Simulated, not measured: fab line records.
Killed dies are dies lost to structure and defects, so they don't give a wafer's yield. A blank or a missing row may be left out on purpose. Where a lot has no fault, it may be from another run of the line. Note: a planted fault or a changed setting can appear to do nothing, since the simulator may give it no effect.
Matching of chambers + flow n5 finfet + N5_BEOL_M6_PECVD_70 on pecvd-04: 3 sister chambers
The step deposits SiO2 from TEOS/O2, target thk 20 nm, time 22.7 s. 6 wafers are shown with their chamber, then 9 later ones without.

EACH WAFER AND ITS CHAMBER
| wafer  | chamber | showerhead plenum p Torr (Torr) | throttle valve pct (%) |
|--------|---------|---------------------------------|------------------------|
| L083.3 | 1       | 8.69                            | 22.3                   |
| L084.2 | 1       | 8.69                            | 22.4                   |
| L084.3 | 0       | 8.80                            | 22.2                   |
| L088.1 | 2       | 8.71                            | 22.3                   |
| L088.2 | 0       | 8.79                            | 22.1                   |
| L088.5 | 2       | 8.71                            | 21.8                   |

WAFERS MISSING THEIR CHAMBER
| wafer  | showerhead plenum p Torr (Torr) | throttle valve pct (%) |
|--------|---------------------------------|------------------------|
| L091.1 | 8.73                            | 22.0                   |
| L091.3 | 8.79                            | 21.8                   |
| L091.6 | 8.69                            | 22.5                   |
| L092.1 | 8.71                            | 22.2                   |
| L092.4 | 8.78                            | 22.0                   |
| L092.6 | 8.74                            | 22.2                   |
| L095.1 | 8.69                            | 22.2                   |
| L095.2 | 8.79                            | 21.9                   |
| L095.5 | 8.74                            | 21.9                   |

EACH ONE'S CHAMBER
| wafer  | from the rows above | in truth |
|--------|---------------------|----------|
| L091.1 | 2                   | 2        |
| L091.3 | 0                   | 0        |
| L091.6 | 1                   | 1        |
| L092.1 | 2                   | 2        |
| L092.4 | 0                   | 0        |
| L092.6 | 2                   | 2        |
| L095.1 | 1                   | 1        |
| L095.2 | 0                   | 0        |
| L095.5 | 2                   | 2        |
9 of 9 placed correctly. Not placeable from these rows: 0. 0 placed wrongly.
How it was worked out, from the rows above alone: a wafer's distance from a chamber is the root of the sum, over the readings, of the square of ((its reading less the chamber's mean) divided by the reading's scatter). The wafer belongs to the nearest chamber; if the next one is less than 2 further off, it can't be placed. For every chamber, the mean is computed from those of its wafers that are shown. The scatter is the square root of a quotient: the sum, over the shown wafers, of each reading's squared deviation from its chamber's mean, divided by wafers minus chambers.
